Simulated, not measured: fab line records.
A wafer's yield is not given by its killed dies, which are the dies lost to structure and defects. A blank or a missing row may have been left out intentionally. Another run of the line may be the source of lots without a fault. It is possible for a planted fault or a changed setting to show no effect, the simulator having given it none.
Matching of chambers / flow nandHarc / 3 sister chambers for NHARC_A_SLIT_DEP_25 on pecvd-01
The step deposits SiO2, target thk 200 nm. 6 wafers are shown with their chamber, then 11 later ones without.

== WAFERS WITH THEIR CHAMBER ==
wafer=L077.2; chamber=0; heaterPowerW (W)=692; showerheadVppV (V)=1834
wafer=L079.6; chamber=0; heaterPowerW (W)=581; showerheadVppV (V)=1836
wafer=L082.4; chamber=1; heaterPowerW (W)=786; showerheadVppV (V)=1868
wafer=L085.1; chamber=1; heaterPowerW (W)=748; showerheadVppV (V)=1861
wafer=L085.5; chamber=2; heaterPowerW (W)=464; showerheadVppV (V)=1783
wafer=L086.1; chamber=2; heaterPowerW (W)=410; showerheadVppV (V)=1783

== WAFERS WHOSE CHAMBER IS MISSING ==
wafer=L086.2; heaterPowerW (W)=677; showerheadVppV (V)=1853
wafer=L086.5; heaterPowerW (W)=684; showerheadVppV (V)=1844
wafer=L090.2; heaterPowerW (W)=675; showerheadVppV (V)=1834
wafer=L090.5; heaterPowerW (W)=453; showerheadVppV (V)=1782
wafer=L090.6; heaterPowerW (W)=685; showerheadVppV (V)=1838
wafer=L096.1; heaterPowerW (W)=646; showerheadVppV (V)=1890
wafer=L096.4; heaterPowerW (W)=441; showerheadVppV (V)=1795
wafer=L096.6; heaterPowerW (W)=650; showerheadVppV (V)=1876
wafer=L097.3; heaterPowerW (W)=660; showerheadVppV (V)=1872
wafer=L097.4; heaterPowerW (W)=728; showerheadVppV (V)=1836
wafer=L097.6; heaterPowerW (W)=372; showerheadVppV (V)=1788

== WHICH CHAMBER EACH ONE RAN IN ==
wafer=L086.2; from the rows above=can't be placed: 1 or 0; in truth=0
wafer=L086.5; from the rows above=0; in truth=0
wafer=L090.2; from the rows above=0; in truth=0
wafer=L090.5; from the rows above=2; in truth=2
wafer=L090.6; from the rows above=0; in truth=0
wafer=L096.1; from the rows above=1; in truth=1
wafer=L096.4; from the rows above=2; in truth=2
wafer=L096.6; from the rows above=1; in truth=1
wafer=L097.3; from the rows above=1; in truth=1
wafer=L097.4; from the rows above=0; in truth=0
wafer=L097.6; from the rows above=2; in truth=2
Correctly placed: 10 of 11. These rows do not allow placing 1 (true chamber among the candidates in 1). 0 placed wrongly.
How it was worked out, from the rows above alone: a wafer's distance from a chamber is the root of the sum, over the readings, of the square of ((its reading less the chamber's mean) divided by the reading's scatter). The wafer belongs to the nearest chamber; if the next one is less than 2 further off, it can't be placed. For every chamber, the mean is computed from those of its wafers that are shown. The scatter: the root of (the sum of the squares of (reading less its chamber's mean) over the shown wafers, divided by (wafers less chambers)).
